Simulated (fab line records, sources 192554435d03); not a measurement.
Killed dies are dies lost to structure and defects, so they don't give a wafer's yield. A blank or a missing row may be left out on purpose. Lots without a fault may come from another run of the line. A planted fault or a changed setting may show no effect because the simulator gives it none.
Chamber matching | flow n5_finfet | N5_MOL_CONTACT_COAG_ETCH_90 on rie_diel-01: 4 sister chambers
The step etches SiARC in CF4, target depth 13 nm, time 21.7 s. 4 wafers are shown with their chamber, then 8 later ones without.

WAFERS WITH THEIR CHAMBER
wafer  | chamber | drypump_motor_current_A (A)
L080.6 | 3       | 5.4
L087.4 | 0       | 6.3
L087.6 | 2       | 5.6
L092.1 | 1       | 5.7

WAFERS WITHOUT THEIR CHAMBER
wafer  | drypump_motor_current_A (A)
L092.3 | 5.4
L092.4 | 5.6
L093.1 | 6.3
L093.2 | 5.4
L093.5 | 5.4
L097.2 | 6.2
L097.3 | 5.6
L097.5 | 5.6

WHICH CHAMBER EACH WENT THROUGH
wafer  | from the rows above | in truth
L092.3 | 3                   | 3
L092.4 | 2                   | 2
L093.1 | 0                   | 0
L093.2 | 3                   | 3
L093.5 | 3                   | 3
L097.2 | 0                   | 0
L097.3 | 2                   | 2
L097.5 | 2                   | 2
Placed correctly: 8 of 8. Can't be placed from these rows: 0. Placed wrongly: 0.
How it was worked out, from the rows above alone: a wafer's distance from a chamber is the root of the sum, over the readings, of the square of ((its reading less the chamber's mean) divided by the reading's scatter). The wafer belongs to the nearest chamber; if the next one is less than 2 further off, it can't be placed. A chamber's mean is the mean of its shown wafers. The scatter: with one shown wafer a chamber, the root of the mean of the squares of how far each hidden wafer lies from its nearest shown one.
